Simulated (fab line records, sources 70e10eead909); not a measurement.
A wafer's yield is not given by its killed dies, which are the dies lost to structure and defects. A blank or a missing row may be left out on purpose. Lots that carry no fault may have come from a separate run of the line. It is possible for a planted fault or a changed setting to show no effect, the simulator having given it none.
A struck lot beside a sound one + flow nand-harc + 13 steps out of a route of 1302
Sound: these wafers, L567.2, L567.4, L567.6. Wafers L577.2, L577.4, L577.6 were the ones struck. Last of all comes the cause.
For every step that has rows: the tool of each side, followed by ch and its chambers, followed by its first start. Under that, the readings that differ: sound wafers + struck wafers + difference of the means + sigmas: that difference in standard deviations of wafers without a fault.
alike: readings whose means differ by less than 2 such deviations, and words and numbers that are the same on both sides. not compared: withheld readings, readings that some wafer has no value for, bounds like >300 that may hide the same value, and numbers for which the record gives no deviation and whose values overlap.
Wherever a step has rows on one side only, a row that says differs or no value, or a row with sigmas, the two part there. Numbers that have no deviation but don't overlap get no sigmas and don't part them. A reading missing from all wafers of one side parts the sides only when that side holds two or more wafers.

first, 1 step without rows for these wafers: NHARC_A_ONON_D1_DEP_06 (target thk 1000 nm).
NHARC_A_ONON_D1_THK_MEAS_08: measures by ellipsometry.
  sound on film-metro-01 at day 7 10:49; struck on film-metro-01 at day 12 04:06
  alike: thk-nm
next comes 1 step that has no rows for these wafers: NHARC_A_ONON_D1_DEP_09 (target thickness 1000 nm).
NHARC_A_ONON_D1_THK_MEAS_11: measures by ellipsometry.
  sound on film-metro-01 at day 7 11:23; struck on film-metro-02 at day 12 04:40
| reading     | sound          | struck      | difference | sigmas |
|-------------|----------------|-------------|------------|--------|
| thk-nm (nm) | 1005 1004 1006 | 982 979 981 | -24        | -3     |
next comes 1 step that has no rows for these wafers: NHARC_A_ONON_D1_DEP_12 (target thickness 1000 nm).
NHARC_A_ONON_D1_THK_MEAS_14: measures by ellipsometry.
  sound on film-metro-02 at day 7 11:56; struck on film-metro-01 at day 12 05:14
  alike: thk-nm
then, 2 steps without rows for these wafers: NHARC_A_ONON_D1_ANNEAL_15 (time 3600 s); NHARC_A_ONON_D1_DEP_16 (target thk 1000 nm).
NHARC_A_ONON_D1_THK_MEAS_18: measures by ellipsometry.
  sound on film-metro-01 at day 7 20:04; struck on film-metro-02 at day 12 12:59
| reading     | sound       | struck         | difference | sigmas |
|-------------|-------------|----------------|------------|--------|
| thk-nm (nm) | 997 996 998 | 1021 1021 1024 | +25        | +2     |
next comes 1 step that has no rows for these wafers: NHARC_A_ONON_D1_DEP_19 (target thickness 1000 nm).
NHARC_A_ONON_D1_THK_MEAS_21: measures by ellipsometry.
  sound on film-metro-01 at day 7 20:40; struck on film-metro-01 at day 12 13:32
| reading     | sound          | struck      | difference | sigmas |
|-------------|----------------|-------------|------------|--------|
| thk-nm (nm) | 1010 1011 1012 | 983 983 987 | -27        | -3     |
NHARC_A_ONON_D1_DEP_22: target thk 1000 nm.
  sound on pecvd-onon-02 ch 0, day 7 20:47; struck on pecvd-onon-02 ch 0, day 12 13:40
  alike: nh3-flow-sccm
NHARC_A_ONON_D1_THK_MEAS_24: measures by ellipsometry.
  sound on film-metro-01 at day 7 21:14; struck on film-metro-02 at day 12 14:17
| reading     | sound       | struck      | difference | sigmas |
|-------------|-------------|-------------|------------|--------|
| thk-nm (nm) | 985 982 984 | 931 931 932 | -52        | -7     |
  not compared: hold

WHERE THEY PART
At NHARC_A_ONON_D1_THK_MEAS_11 first; at NHARC_A_ONON_D1_THK_MEAS_24 last (within this record only).

WHY: what the simulator had put in
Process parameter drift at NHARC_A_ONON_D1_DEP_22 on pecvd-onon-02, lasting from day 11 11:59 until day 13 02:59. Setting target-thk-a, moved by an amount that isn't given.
